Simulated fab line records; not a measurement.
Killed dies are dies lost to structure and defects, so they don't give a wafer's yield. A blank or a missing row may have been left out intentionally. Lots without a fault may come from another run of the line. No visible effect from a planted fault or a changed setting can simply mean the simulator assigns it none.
Which tool is to blame?	flow n5 finfet	24 lots, 72 wafers sampled, at 4 steps of a route of 1938

== WHAT EACH GAUGE READ, for each wafer ==
N5_WELL_APT_CD_MEAS_08: the cd target is 200 nm. Usual: 200.1 nm for cd nm, sd 1.9.
lot	measured	on	cd nm (nm)	flag
L074	day 1 13:49	cd sem-02	201.2 202.1 198.1	
L075	day 1 19:37	cd sem-01	200.6 201.1 202.7	
L076	day 2 01:50	cd sem-01	199.3 200.7 201.1	
L077	day 2 07:46	cd sem-03	201.4 200.7 201.9	
L078	day 2 13:34	cd sem-02	202.8 204.2 201.1	
L079	day 2 19:34	cd sem-02	199.9 201.4 202.5	
L080	day 3 01:41	cd sem-02	199.4 202.6 197.2	
L081	day 3 07:53	cd sem-02	198.8 199.2 197.6	
L082	day 3 13:54	cd sem-02	200.3 202.3 200.0	
L083	day 3 20:39	cd sem-02	197.6 199.8 197.3	
L084	day 4 01:41	cd sem-01	200.3 198.2 201.2	
L085	day 4 07:51	cd sem-03	201.3 200.3 203.2	
L086	day 4 13:42	cd sem-01	200.1 198.0 198.1	
L087	day 4 19:50	cd sem-01	198.0 201.0 202.7	
L088	day 5 01:49	cd sem-03	201.0 200.2 196.6	
L089	day 5 07:53	cd sem-02	200.1 202.9 198.6	
L090	day 5 13:41	cd sem-01	199.8 201.2 202.1	
L091	day 5 20:06	cd sem-02	200.0 197.5 196.1	
L092	day 6 01:45	cd sem-03	199.0 198.3 199.8	
L093	day 6 07:49	cd sem-01	200.2 196.8 199.6	
L094	day 6 14:04	cd sem-02	200.8 197.6 200.5	
L095	day 6 19:39	cd sem-01	201.0 200.9 198.4	
L096	day 7 01:43	cd sem-02	202.0 200.9 203.4	
L097	day 7 07:52	cd sem-01	201.2 200.3 200.2	

N5_PMOS_HMC_CHANNEL_EPI_INSPECT_11: inspects for defects (macro). Usual: 2.0 for raw defect count, sd 1.5.
lot	measured	on	raw defect count	flag
L074	day 1 18:02	defect inspect-02	1 5 0	
L075	day 1 23:05	defect inspect-01	3 2 2	
L076	day 2 05:15	defect inspect-02	2 1 1	
L077	day 2 11:07	defect inspect-02	1 4 1	
L078	day 2 17:02	defect inspect-02	3 3 1	
L079	day 2 23:07	defect inspect-01	0 2 2	
L080	day 3 05:18	defect inspect-02	5 3 2	
L081	day 3 11:29	defect inspect-01	5 3 5	
L082	day 3 18:32	defect inspect-02	1 4 2	
L083	day 4 00:11	defect inspect-01	1 5 5	
L084	day 4 05:22	defect inspect-01	0 0 3	
L085	day 4 11:07	defect inspect-02	0 5 2	
L086	day 4 17:31	defect inspect-02	2 2 0	
L087	day 5 00:02	defect inspect-02	2 0 1	
L088	day 5 05:10	defect inspect-01	2 0 5	
L089	day 5 12:32	defect inspect-01	1 2 2	
L090	day 5 17:08	defect inspect-02	0 1 5	
L091	day 6 01:06	defect inspect-02	3 1 2	
L092	day 6 07:39	defect inspect-02	0 2 1	
L093	day 6 12:44	defect inspect-01	0 1 3	
L094	day 6 17:37	defect inspect-02	2 1 4	
L095	day 6 23:01	defect inspect-02	3 0 0	
L096	day 7 05:58	defect inspect-01	2 4 2	
L097	day 7 11:33	defect inspect-01	1 1 0	

== WHAT TOOL EACH LOT RAN ON (gives the tool, then ch and the chambers of the sampled wafers, and finally the start) ==
lot	N5_ZERO_LAYER_ETCH_17	N5_ZERO_LAYER_ETCH_18
L074	rie diel-06 ch 0,1,2, day 1 12:50	rie si-01 ch 0,3, day 1 12:55
L075	rie diel-02 ch 0,2, day 1 18:44	rie si-01 ch 1,3, day 1 18:49
L076	rie diel-02 ch 2,3, day 2 00:52	rie si-04 ch 0,2,3, day 2 00:56
L077	rie diel-02 ch 2,3, day 2 06:56	rie si-04 ch 1,3, day 2 07:00
L078	rie diel-06 ch 1,2,3, day 2 12:43	rie si-01 ch 1,2,3, day 2 12:47
L079	rie diel-03 ch 1,2, day 2 18:44	rie si-04 ch 1,2, day 2 18:48
L080	rie diel-02 ch 0,1,2, day 3 00:50	rie si-03 ch 0,2,3, day 3 00:55
L081	rie diel-06 ch 1,3, day 3 06:55	rie si-04 ch 1,3, day 3 06:59
L082	rie diel-06 ch 0,1, day 3 12:56	rie si-04 ch 0,2,3, day 3 13:01
L083	rie diel-06 ch 0,1,3, day 3 19:05	rie si-04 ch 0,3, day 3 19:09
L084	rie diel-03 ch 0,2,3, day 4 00:50	rie si-03 ch 1,3, day 4 00:55
L085	rie diel-03 ch 0,1,2, day 4 06:53	rie si-01 ch 0,2,3, day 4 06:57
L086	rie diel-06 ch 2,3, day 4 12:52	rie si-03 ch 0,2, day 4 12:56
L087	rie diel-02 ch 2,3, day 4 18:52	rie si-04 ch 0,2, day 4 18:56
L088	rie diel-02 ch 2,3, day 5 00:50	rie si-04 ch 0,2,3, day 5 00:55
L089	rie diel-02 ch 1,2,3, day 5 06:56	rie si-03 ch 1,2,3, day 5 07:00
L090	rie diel-06 ch 0,1,3, day 5 12:50	rie si-04 ch 1,2,3, day 5 12:55
L091	rie diel-06 ch 1,2,3, day 5 19:15	rie si-03 ch 2,3, day 5 19:19
L092	rie diel-06 ch 0,2,3, day 6 00:55	rie si-01 ch 1,2,3, day 6 00:59
L093	rie diel-06 ch 0,3, day 6 06:50	rie si-01 ch 1,2, day 6 06:55
L094	rie diel-03 ch 2,3, day 6 13:06	rie si-03 ch 2,3, day 6 13:10
L095	rie diel-06 ch 0,1, day 6 18:48	rie si-04 ch 0,2, day 6 18:53
L096	rie diel-06 ch 0,1, day 7 00:52	rie si-01 ch 1,2, day 7 00:56
L097	rie diel-06 ch 0,2, day 7 06:55	rie si-04 ch 0,1,3, day 7 06:59
- N5_ZERO_LAYER_ETCH_17: etches SiO2 in CF4, target depth 12 nm, time 13.3 s.
- N5_ZERO_LAYER_ETCH_18: etches Si in HBr/Cl2, target depth 120 nm, time 40 s.

== WHAT THE TOOLS THEMSELVES READ (means of the sampled wafers that have a number; where no wafer has one, the mark that the record gives instead) ==
N5_ZERO_LAYER_ETCH_17. Usual: drypump motor current A 5.95 A, standard deviation 0.27; oes product au 0.77 a.u., standard deviation 0.076; rf vpp V 950 V, standard deviation 3.3; showerhead plenum p Torr 2.17 Torr, standard deviation 0.05; throttle valve pct 15.63 %, standard deviation 0.23.
lot	tool	drypump motor current A (A)	oes product au (a.u.)	rf vpp V (V)	showerhead plenum p Torr (Torr)	throttle valve pct (%)	flag
L074	rie diel-06	6.11	0.84	952	2.18	15.48	
L075	rie diel-02	5.67	0.73	949	2.14	15.66	
L076	rie diel-02	6.02	0.76	948	2.14	15.47	
L077	rie diel-02	6.09	0.73	949	2.14	15.60	
L078	rie diel-06	6.11	0.80	950	2.16	15.61	
L079	rie diel-03	5.83	0.82	950	2.17	15.71	
L080	rie diel-02	5.81	0.80	950	2.18	15.51	
L081	rie diel-06	6.02	0.78	949	2.17	15.76	
L082	rie diel-06	6.26	0.86	952	2.21	15.43	
L083	rie diel-06	6.03	0.79	951	2.19	15.65	
L084	rie diel-03	5.86	0.79	949	2.15	15.62	
L085	rie diel-03	5.74	0.78	947	2.13	15.76	
L086	rie diel-06	5.94	0.73	948	2.12	15.73	
L087	rie diel-02	6.02	0.76	948	2.14	15.51	
L088	rie diel-02	6.02	0.75	948	2.14	15.51	
L089	rie diel-02	6.03	0.78	950	2.18	15.50	
L090	rie diel-06	6.04	0.77	951	2.19	15.67	
L091	rie diel-06	6.10	0.77	948	2.15	15.66	
L092	rie diel-06	5.87	0.72	950	2.16	15.76	
L093	rie diel-06	5.78	0.71	950	2.16	15.91	
L094	rie diel-03	5.98	0.80	951	2.19	15.64	
L095	rie diel-06	6.01	0.77	953	2.21	15.57	
L096	rie diel-06	6.26	0.82	952	2.20	15.47	
L097	rie diel-06	5.87	0.74	952	2.17	15.65	

N5_ZERO_LAYER_ETCH_18. Usual: HBr_flow_sccm 150.0 sccm, standard deviation 0.44; drypump motor current A 5.9 A, standard deviation 0.35; he backside leak sccm 2.8 sccm, standard deviation 0.43; oes product au 1.007 a.u., standard deviation 0.012; throttle valve pct 36.6 %, standard deviation 0.48.
lot	tool	HBr_flow_sccm (sccm)	drypump motor current A (A)	he backside leak sccm (sccm)	oes product au (a.u.)	throttle valve pct (%)	flag
L074	rie si-01	150.3	5.8	3.1	1.001	37.0	
L075	rie si-01	150.1	5.8	4.0	1.018	37.0	
L076	rie si-04	150.0	5.8	2.5	1.007	36.8	
L077	rie si-04	149.9	5.8	2.8	1.006	36.1	
L078	rie si-01	149.9	6.1	3.1	1.014	36.7	
L079	rie si-04	150.5	5.7	2.9	1.005	36.2	
L080	rie si-03	149.9	6.0	2.8	0.999	36.6	
L081	rie si-04	149.8	5.8	2.6	1.010	36.3	
L082	rie si-04	149.9	5.8	2.6	1.008	36.8	
L083	rie si-04	150.1	6.2	2.5	1.014	37.0	
L084	rie si-03	150.1	5.9	2.8	0.995	36.4	
L085	rie si-01	149.9	6.1	3.0	1.004	36.8	
L086	rie si-03	150.0	6.0	2.8	1.006	36.3	
L087	rie si-04	150.0	5.6	2.6	1.011	36.8	
L088	rie si-04	149.5	5.8	2.5	1.009	36.8	
L089	rie si-03	149.8	5.9	2.8	0.998	36.2	
L090	rie si-04	150.3	5.6	2.6	1.008	36.3	
L091	rie si-03	150.2	5.8	2.8	0.990	36.4	
L092	rie si-01	150.1	6.1	3.1	1.018	36.7	
L093	rie si-01	150.4	6.3	3.2	1.013	36.4	
L094	rie si-03	149.9	5.8	2.9	0.997	36.2	
L095	rie si-04	149.8	6.0	2.5	1.014	37.1	
L096	rie si-01	149.2	6.1	3.0	1.023	36.3	
L097	rie si-04	150.2	6.0	2.7	1.012	36.6	

== THE ANSWER, worked out from the rows above alone ==
Rule: take the mean of a lot's wafers that have a number; if it is more than 3 standard deviations from the usual mean, the lot is off. A lot without any number at a reading at which 4 lots or more have one is off too. The other lots that the step has rows for count as sound. Order of review: gauges by route order, followed by the tools' own readings, for which a lot's mean as printed above is used. The first step at which some lot is off is used, and at that step the reading that is off furthest; a lot without a number counts as furthest.
None of the lots is off at any reading shown; this tells nothing.

== WHAT THE SIMULATOR HAD INSERTED ==
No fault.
